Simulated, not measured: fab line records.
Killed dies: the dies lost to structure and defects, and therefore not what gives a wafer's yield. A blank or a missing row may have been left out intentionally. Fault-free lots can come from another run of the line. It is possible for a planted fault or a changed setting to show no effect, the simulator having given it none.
fab line records	flow n5_finfet
[record] lots = 11	wafers = 33	last_day = 16
route steps=1938 shown BEOL_M7@1302 PASSIVATION@1936
lots with no fault: from the same line, run without faults
start_h: hours from the record's opening day to when the first of the lot's shown wafers began	wait_h: time in hours since the lot's previous step	" same as the row above	L1.1+2: one row covering several wafers at once	- either no value or no given start	* or withheld: withheld	< > ~ a bound
route shown NAME@n: names a module that has steps shown in the file, with the first one's number in the route	usual: mean/standard deviation of fault-free wafers	same: alike in all rows	chamber/n: place in a boat	sites: readings site by site	_std_site: standard deviation of those values	_edge_site: the outer-site mean with the inner-site mean subtracted	radius_mm: for every site, how far away it sits from the centre of the wafer	mask NAME#n: copy n	behind: the most recent tool/chamber to have shaped the wafer	hold: the reason the lot was held/the length of the hold in hours/how it ended	device: whichever transistor did not switch (one of n, p or np)	end of line: at the end of the route, the tests of the same wafers	a step without rows: its recipe alone	killed: not the wafer's yield, but the dies lost to structure and defects at the first sort	map: a wafer's dies, marking killed ones x, the rest . and places with no die _
set.NAME: the setting as run; set.NAME@STEP: as run at that earlier step	model.NAME: the simulator's own value behind a step, which no gauge read
a sample of lots followed through the steps of the route, with each step as a table and each wafer as a row
services: from which hour (start_h, from the record's first day; less than 0 if before it) a tool's chamber was out of use, for how many hours, and why
[[steps]]
[step N5_BEOL_M7_ETCH_66]
[recipe] chemistry = N2/H2	target = SOC	target_depth_a = 800	overetch_a = 160	mask_material = SiARC	temp_c = 40	time_s = 120	ion_energy_ev = 200	pressure_mtorr = 30	source_w = 840	bias_w = 150	n2_flow_sccm = 200	h2_flow_sccm = 200
[usual] drypump_motor_current_A = 5.5/0.52	h2_flow_sccm = 200.0/0.58	n2_flow_sccm = 200.0/0.54	oes_product_au = 0.58/0.049	rf_fwd_power_W = 836/3	rf_vpp_V = 523/3.1	showerhead_plenum_p_Torr = 2.51/0.11	throttle_valve_pct = 17.76/0.17
lot.wafer	tool	chamber	start_h	wait_h	drypump_motor_current_A	h2_flow_sccm	n2_flow_sccm	oes_product_au	rf_fwd_power_W	rf_hours_counter_h	rf_vpp_V	showerhead_plenum_p_Torr	throttle_valve_pct
L978.2	rie_diel-02	3	207.66	0.0	5.9	199.7	200.1	0.59	839	148	524	2.54	17.72
L978.4	"	2	"	"	5.1	200.9	200.7	0.57	842	167	521	2.43	17.77
L978.6	"	3	"	"	5.9	199.7	200.5	0.59	840	-	524	2.54	17.72
L980.2	rie_diel-02	0	214.17	0.0	5.3	200.0	199.5	0.65	838	56	528	2.69	17.55
L980.3	"	2	"	"	5.1	199.8	200.1	0.57	836	169	520	2.43	17.78
L980.4	"	3	"	"	5.9	200.5	200.0	0.59	840	149	525	2.54	17.74
L983.3	rie_diel-01	1	234.69	0.0	4.7	199.9	200.1	0.53	837	207	526	2.62	18.03
L983.4	"	0	"	"	5.4	200.0	200.2	0.60	833	125	519	2.34	17.62
L983.6	"	0	"	"	5.4	200.0	200.1	0.59	830	-	516	2.34	17.61
L986.1	rie_diel-02	3	256.29	0.0	5.9	200.8	200.3	0.58	836	164	525	2.53	17.76
L986.5	"	3	"	"	5.9	200.5	200.2	0.57	840	-	524	2.53	17.77
L986.6	"	0	"	"	5.3	200.0	200.2	0.64	835	-	527	2.69	17.58
L988.1	rie_diel-02	0	270.40	0.0	5.3	201.3	200.7	0.64	833	73	527	2.69	17.58
L988.5	"	0	"	"	5.2	200.5	200.9	0.64	841	-	527	2.69	17.59
L988.6	"	3	"	"	5.9	200.6	200.0	0.57	842	-	524	2.53	17.76
L991.1	rie_diel-02	2	279.05	0.0	5.1	198.8	199.7	0.56	835	189	520	2.42	17.82
L991.2	"	1	"	"	6.3	199.5	199.4	0.58	837	177	522	2.43	17.73
L991.3	"	3	"	"	5.9	199.7	199.8	0.58	837	169	524	2.53	17.76
L989.2	rie_diel-01	1	279.21	0.0	4.7	200.1	201.4	0.52	830	224	526	2.61	18.05
L989.4	"	2	"	"	6.3	199.4	199.9	0.54	834	-	523	2.52	17.70
L989.6	"	1	"	"	4.7	199.4	200.4	0.53	835	-	526	2.61	18.08
L990.1	rie_diel-02	0	283.83	0.0	5.3	199.6	199.8	0.64	842	77	527	2.68	17.58
L990.3	"	3	"	"	5.9	199.8	200.4	0.57	836	171	525	2.53	17.75
L990.5	"	2	"	"	5.1	199.7	200.6	0.57	834	-	520	2.42	17.82
L992.2	rie_diel-02	2	297.62	0.0	5.1	200.1	200.6	0.55	835	195	520	2.42	17.83
L992.3	"	1	"	"	6.3	198.9	200.4	0.57	839	183	521	2.43	17.74
L992.4	"	0	"	"	5.2	199.6	200.3	0.63	835	-	527	2.68	17.60
L993.2	rie_diel-02	3	303.01	0.0	5.9	199.8	199.6	0.57	838	175	524	2.53	17.77
L993.3	"	2	"	"	5.1	200.2	199.6	0.55	834	197	519	2.42	17.81
L993.5	"	1	"	"	6.3	199.5	199.3	0.57	838	-	520	2.43	17.76
L996.2	rie_diel-06	1	308.66	0.0	5.0	199.9	201.4	0.56	834	187	520	2.42	17.87
L996.3	"	2	"	"	5.0	199.7	199.5	0.55	837	197	521	2.42	17.84
L996.4	"	0	"	"	5.5	200.6	199.8	0.53	838	197	522	2.52	18.29
[step N5_BEOL_M7_ALD_77]
[recipe] material = TaN	target_thk_a = 20	temp_c = 275	ald_precursor_family = PDMAT	ald_co_reactant = NH3	pressure_torr = 3	carrier_flow_sccm = 1500	pulse_time_s = 2	purge_time_s = 3	co_reactant_purge_time_s = 2	co_reactant_pulse_time_s = 3	ald_cycles = 40	precursor_vessel_temp_c = 75	precursor_vessel_pressure_torr = 26.25	precursor_vessel_carrier_sccm = 1000
[usual] ald_cycles = 40/0	heater_power_w = 419/29	precursor_vessel_temp_c = 75.00/0.12
[same] pulse_time_s = 2
lot.wafer	tool	chamber	start_h	wait_h	ald_cycles	heater_power_w	precursor_vessel_temp_c
L978.2	ald_metal-01	0	209.23	0.0	40	416	74.95
L978.4	"	1	"	"	40	475	75.07
L978.6	"	1	"	"	40	470	74.93
L980.2	ald_metal-02	2	216.67	0.0	40	390	75.06
L980.3	"	1	"	"	40	420	74.89
L980.4	"	3	"	"	40	435	75.04
L983.3	ald_metal-04	0	237.01	0.0	40	438	75.04
L983.4	"	1	"	"	40	433	74.81
L983.6	"	2	"	"	40	393	75.04
L986.1	ald_metal-02	1	258.23	0.1	40	434	75.12
L986.5	"	1	"	"	40	422	75.11
L986.6	"	2	"	"	40	395	74.87
L988.1	ald_metal-04	2	271.95	0.0	40	381	74.70
L988.5	"	3	"	"	40	381	74.82
L988.6	"	2	"	"	40	389	74.75
L991.1	ald_metal-04	1	280.30	0.0	42	437	75.15
L991.2	"	2	"	"	42	393	75.24
L991.3	"	3	"	"	42	378	74.87
L989.2	ald_metal-04	1	280.78	0.1	42	432	75.21
L989.4	"	2	"	"	42	391	75.11
L989.6	"	1	"	"	42	434	75.08
L990.1	ald_metal-04	0	284.90	0.1	42	433	75.12
L990.3	"	1	"	"	42	437	75.14
L990.5	"	0	"	"	42	435	74.92
L992.2	ald_metal-01	0	298.65	0.0	40	425	74.93
L992.3	"	1	"	"	40	471	75.14
L992.4	"	3	"	"	40	470	75.03
L993.2	ald_metal-01	3	304.16	0.1	40	470	74.70
L993.3	"	2	"	"	40	433	75.10
L993.5	"	1	"	"	40	472	75.01
L996.2	ald_metal-02	0	310.12	0.0	40	396	75.20
L996.3	"	3	"	"	40	431	75.30
L996.4	"	1	"	"	40	432	74.92
[step N5_BEOL_M7_SURFACE_TREAT_79]
[recipe] gas = Ar	time_s = *	ion_energy_ev = *	ion_current_ma_cm2 = 0.5	pressure_mtorr = *	ar_flow_sccm = 30
[usual] throttle_valve_pct = *
lot.wafer	tool	chamber	start_h	wait_h	throttle_valve_pct
L978.2	pvd_sputter-02	-	209.52	0.2	*
L978.4	"	-	"	"	*
L978.6	"	-	"	"	*
L980.2	pvd_sputter-01	-	216.96	0.2	*
L980.3	"	-	"	"	*
L980.4	"	-	"	"	*
L983.3	pvd_sputter-03	-	237.37	0.2	*
L983.4	"	-	"	"	*
L983.6	"	-	"	"	*
L986.1	pvd_sputter-02	-	258.53	0.2	*
L986.5	"	-	"	"	*
L986.6	"	-	"	"	*
L988.1	pvd_sputter-01	-	272.25	0.2	*
L988.5	"	-	"	"	*
L988.6	"	-	"	"	*
L991.1	pvd_sputter-03	-	280.62	0.2	*
L991.2	"	-	"	"	*
L991.3	"	-	"	"	*
L989.2	pvd_sputter-03	-	281.10	0.2	*
L989.4	"	-	"	"	*
L989.6	"	-	"	"	*
L990.1	pvd_sputter-01	-	285.20	0.2	*
L990.3	"	-	"	"	*
L990.5	"	-	"	"	*
L992.2	pvd_sputter-02	-	298.93	0.2	*
L992.3	"	-	"	"	*
L992.4	"	-	"	"	*
L993.2	pvd_sputter-01	-	304.58	0.3	*
L993.3	"	-	"	"	*
L993.5	"	-	"	"	*
L996.2	pvd_sputter-02	-	310.80	0.5	*
L996.3	"	-	"	"	*
L996.4	"	-	"	"	*
[step N5_BEOL_M7_ANNEAL_51]
[recipe] temp_c = 225	time_s = 90	ambient = N2
[usual] wafer_temp_C_max = 225.82/0.29
lot.wafer	tool	chamber	start_h	wait_h	wafer_temp_C_max
L978.2	rtp_anneal-01	0	209.97	0.1	226.30
L978.4	"	0	"	"	225.38
L978.6	"	0	"	"	225.68
L980.2	rtp_anneal-02	0	218.05	0.7	226.26
L980.3	"	0	"	"	225.82
L980.4	"	0	"	"	226.01
L983.3	rtp_anneal-01	0	238.23	0.5	225.79
L983.4	"	0	"	"	225.61
L983.6	"	0	"	"	225.49
L986.1	rtp_anneal-01	0	258.98	0.1	225.64
L986.5	"	0	"	"	225.46
L986.6	"	0	"	"	225.99
L988.1	rtp_anneal-02	0	274.80	2.2	225.87
L988.5	"	0	"	"	226.01
L988.6	"	0	"	"	225.49
L991.1	rtp_anneal-02	0	281.07	0.1	225.97
L991.2	"	0	"	"	225.49
L991.3	"	0	"	"	225.92
L989.2	rtp_anneal-01	0	283.93	0.3	225.59
L989.4	"	0	"	"	225.59
L989.6	"	0	"	"	225.51
L990.1	rtp_anneal-01	0	286.27	0.7	225.68
L990.3	"	0	"	"	225.47
L990.5	"	0	"	"	225.66
L992.2	rtp_anneal-02	0	299.48	0.1	226.32
L992.3	"	0	"	"	226.08
L992.4	"	0	"	"	226.18
L993.2	rtp_anneal-02	0	305.16	0.1	225.54
L993.3	"	0	"	"	225.51
L993.5	"	0	"	"	226.14
L996.2	rtp_anneal-01	0	311.36	0.1	225.59
L996.3	"	0	"	"	225.95
L996.4	"	0	"	"	225.80
[step N5_PASSIVATION_PROBE_49]
[usual] defect_limited_yield = 91.2/1.4	killed_at_M0_to_M3 = 35/11	killed_at_M4_up = 12/4.2	killed_at_contacts = 13/5.6	killed_at_front_end = 40/12	killed_at_other = 3.3/2.6	killed_dies = 103/17	killed_open = 68/12	killed_short = 34/7.6	sort_bin_5_function = 5.1/0.95	sort_bin_6_memory = 3.3/0.68	sort_n_pass = 1077/17	sort_yield_pct = 91.2/1.4
[same] gross_dies = 1180	killed_at_back_side = 0	sort_bin_4_leakage[%] = 0	sort_bin_8_speed[%] = 0
lot.wafer	tool	chamber	start_h	wait_h	defect_limited_yield[%]	killed_at_M0_to_M3	killed_at_M4_up	killed_at_contacts	killed_at_front_end	killed_at_other	killed_dies	killed_open	killed_short	sort_bin_5_function[%]	sort_bin_6_memory[%]	sort_n_pass	sort_yield_pct[%]
L986.1	prober-01	-	324.92	0.0	91.9	34	6	15	38	3	96	61	33	4.7	2.8	1084	91.9
L986.5	prober-01	-	325.12	0.2	91.4	39	14	16	31	2	102	67	31	5.4	2.5	1078	91.4
L986.6	prober-01	-	325.17	0.3	91.1	35	9	12	45	4	105	79	26	5.1	3.7	1075	91.1
L988.1	prober-02	-	339.91	0.0	89.6	43	17	12	51	0	123	80	38	6.0	3.6	1057	89.6
L988.5	prober-02	-	340.11	0.2	91.5	30	15	4	42	9	100	57	43	5.0	3.3	1080	91.5
L988.6	prober-02	-	340.16	0.3	90.9	23	15	10	56	3	107	68	37	5.3	3.1	1073	90.9
L991.1	prober-01	-	349.13	0.0	93.5	27	5	11	26	8	77	61	16	4.1	2.5	1103	93.5
L991.2	prober-01	-	349.18	0.1	91.3	28	11	17	42	5	103	66	36	4.7	3.5	1077	91.3
L991.3	prober-01	-	349.23	0.1	92.7	18	9	11	47	1	86	57	27	5.0	1.9	1094	92.7
L989.2	prober-01	-	351.45	0.4	92.5	31	5	18	31	3	88	59	29	4.2	3.0	1092	92.5
L989.4	prober-01	-	351.55	0.5	94.1	18	13	18	20	1	70	40	30	3.1	2.6	1110	94.1
L989.6	prober-01	-	351.65	0.6	90.0	46	15	25	29	3	118	85	33	4.8	4.6	1062	90.0
L992.2	prober-02	-	374.79	0.1	90.2	58	5	18	33	2	116	75	38	5.3	3.9	1064	90.2
L992.3	prober-02	-	374.84	0.1	90.4	45	14	20	33	1	113	74	37	4.9	4.4	1067	90.4
L992.4	prober-02	-	374.89	0.2	90.3	59	13	12	29	2	115	74	37	6.0	3.0	1065	90.3
// killed by level:class
L986.1 MOL_CONTACT_COAG:geometric_particle:open=11 STI_FIN_REVEAL:geometric_particle:open=9 BEOL_M0_SAQP:geometric_particle:open=7 FIN_SAQP:geometric_particle:open=6 BEOL_M0_SAQP:geometric_particle:short=6 BEOL_M3:geometric_particle:open=6 BEOL_M1:geometric_particle:open=5 FIN_SAQP:geometric_particle:short=4
L986.5 STI_FIN_REVEAL:geometric_particle:open=10 MOL_CONTACT_COAG:geometric_particle:open=9 BEOL_M4:geometric_particle:open=8 BEOL_M0_SAQP:geometric_particle:open=8 MOL_CONTACT_COAG:geometric_particle:short=6 BEOL_M0_SAQP:geometric_particle:short=6 BEOL_M2:geometric_particle:open=6 BEOL_M3:geometric_particle:open=6
L986.6 BEOL_M0_SAQP:geometric_particle:open=16 STI_FIN_REVEAL:geometric_particle:open=13 MOL_CONTACT_COAG:geometric_particle:open=10 FIN_SAQP:geometric_particle:open=9 STARTING-WAFER:geometric_particle:short=6 BEOL_M0_SAQP:geometric_particle:short=5 BEOL_M2:geometric_particle:open=5 BEOL_M1:geometric_particle:open=4
L988.1 STI_FIN_REVEAL:geometric_particle:open=14 BEOL_M0_SAQP:geometric_particle:short=13 BEOL_M0_SAQP:geometric_particle:open=13 BEOL_M4:geometric_particle:open=10 MOL_CONTACT_COAG:geometric_particle:open=9 FIN_SAQP:geometric_particle:open=6 DUMMY_GATE:geometric_particle:open=5 ILD0:geometric_particle:open=4
L988.5 BEOL_M0_SAQP:geometric_particle:short=10 BEOL_M4:geometric_particle:open=9 BEOL_M0_SAQP:geometric_particle:open=9 ILD0:geometric_particle:short=8 STI_FIN_REVEAL:geometric_particle:open=6 ILD0:geometric_particle:open=5 GATE_CUT:geometric_particle:short=4 MOL_CONTACT_COAG:geometric_particle:open=4
L988.6 STI_FIN_REVEAL:geometric_particle:open=14 MOL_CONTACT_COAG:geometric_particle:open=9 FIN_SAQP:geometric_particle:open=8 ILD0:geometric_particle:short=6 GATE_CUT:geometric_particle:short=6 BEOL_M0_SAQP:geometric_particle:open=5 BEOL_M1:geometric_particle:open=5 FIN_SAQP:geometric_particle:short=4
L991.1 BEOL_M1:geometric_particle:open=11 STI_FIN_REVEAL:geometric_particle:open=10 MOL_CONTACT_COAG:geometric_particle:open=8 BEOL_M2:geometric_particle:open=5 BEOL_M0_SAQP:geometric_particle:short=4 MIM_TOP_ETCH:geometric_particle:open=4 BEOL_M3:geometric_particle:open=4 FIN_SAQP:geometric_particle:open=3
L991.2 MOL_CONTACT_COAG:geometric_particle:open=15 STI_FIN_REVEAL:geometric_particle:open=14 BEOL_M0_SAQP:geometric_particle:short=9 FIN_SAQP:geometric_particle:open=7 FIN_SAQP:geometric_particle:short=5 BEOL_M0_SAQP:geometric_particle:open=5 BEOL_M4:geometric_particle:open=5 BEOL_M2:geometric_particle:open=4
L991.3 FIN_SAQP:geometric_particle:short=14 FIN_SAQP:geometric_particle:open=10 MOL_CONTACT_COAG:geometric_particle:open=9 BEOL_M3:geometric_particle:open=7 GATE_CUT:geometric_particle:open=6 BEOL_M0_SAQP:geometric_particle:open=6 GATE_CUT:geometric_particle:short=3 BEOL_M4:geometric_particle:open=3
L989.2 MOL_CONTACT_COAG:geometric_particle:open=16 BEOL_M0_SAQP:geometric_particle:short=9 BEOL_M0_SAQP:geometric_particle:open=9 FIN_SAQP:geometric_particle:short=7 STI_FIN_REVEAL:geometric_particle:open=7 FIN_SAQP:geometric_particle:open=6 BEOL_M2:geometric_particle:open=6 BEOL_M0:geometric_particle:open=4
L989.4 MOL_CONTACT_COAG:geometric_particle:open=14 GATE_CUT:geometric_particle:short=5 BEOL_M5:geometric_particle:open=5 STI_FIN_REVEAL:geometric_particle:open=4 ILD0:geometric_particle:short=4 BEOL_M2:geometric_particle:short=4 MOL_CONTACT_COAG:geometric_particle:short=4 BEOL_M0_SAQP:geometric_particle:short=4
L989.6 MOL_CONTACT_COAG:geometric_particle:open=21 BEOL_M2:geometric_particle:open=14 BEOL_M0_SAQP:geometric_particle:open=10 STI_FIN_REVEAL:geometric_particle:open=8 BEOL_M4:geometric_particle:open=8 BEOL_M0_SAQP:geometric_particle:short=7 BEOL_M3:geometric_particle:open=5 FIN_SAQP:geometric_particle:short=4
L992.2 BEOL_M1:geometric_particle:open=17 MOL_CONTACT_COAG:geometric_particle:open=15 BEOL_M0_SAQP:geometric_particle:open=11 BEOL_M0:geometric_particle:short=8 BEOL_M0_SAQP:geometric_particle:short=7 STI_FIN_REVEAL:geometric_particle:open=6 GATE_CUT:geometric_particle:short=6 BEOL_M2:geometric_particle:open=6
L992.3 MOL_CONTACT_COAG:geometric_particle:open=17 BEOL_M0_SAQP:geometric_particle:open=16 BEOL_M0_SAQP:geometric_particle:short=13 BEOL_M1:geometric_particle:open=9 GATE_CUT:geometric_particle:short=7 BEOL_M6:geometric_particle:open=7 STI_FIN_REVEAL:geometric_particle:open=6 FIN_SAQP:geometric_particle:open=5
L992.4 BEOL_M0_SAQP:geometric_particle:short=17 BEOL_M0_SAQP:geometric_particle:open=16 BEOL_M1:geometric_particle:open=13 MOL_CONTACT_COAG:geometric_particle:open=8 STI_FIN_REVEAL:geometric_particle:open=5 BEOL_M1:geometric_particle:short=5 BEOL_M8:geometric_particle:open=5 DUMMY_GATE:geometric_particle:open=4
[[services]]
tool	chamber	start_h	hours	kind
ald_metal-01	-	202.06	2.8	pm
ald_metal-04	-	219.47	1.0	repair
ald_metal-02	2	219.82	18.5	repair
rie_diel-01	2	235.65	2.4	repair
rie_diel-01	3	236.99	5.4	repair
rie_diel-01	3	242.70	-	clean
rie_diel-01	3	242.70	-	consumable_replace:esc
rie_diel-01	3	242.70	-	consumable_replace:focus_ring
rie_diel-01	3	242.70	18.6	scheduled_down
rie_diel-01	3	242.70	18.6	vent_cycle
rie_diel-06	3	247.21	-	clean
rie_diel-06	3	247.21	-	consumable_replace:focus_ring
rie_diel-06	3	247.21	-	consumable_replace:showerhead
rie_diel-06	3	247.21	23.3	scheduled_down
rie_diel-06	3	247.21	23.3	vent_cycle
rie_diel-01	0	277.94	1.8	repair
rie_diel-01	3	279.67	7.2	repair
pvd_sputter-01	-	281.97	1.4	repair
rie_diel-02	3	292.71	8.2	repair
[[key]]
[first_sign] step = N5_BEOL_M7_ALD_77	reading = ald_cycles	direction = up	sigmas = 99+	usual = *	struck = *
effect none on later readings
met_at N5_BEOL_M7_ALD_77
struck_lots L989,L990,L991
not_acting_at N5_BEOL_M7_ETCH_66,N5_BEOL_M7_SURFACE_TREAT_79,N5_BEOL_M7_ANNEAL_51
[fault] kind = process_parameter_drift	tool = ald_metal-04	chamber = -	onset_h = 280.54	steps = N5_BEOL_M7_ALD_77	channel = ald_cycles	offset = *	shape = step	end_h = 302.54	acts_in = *	stated = *
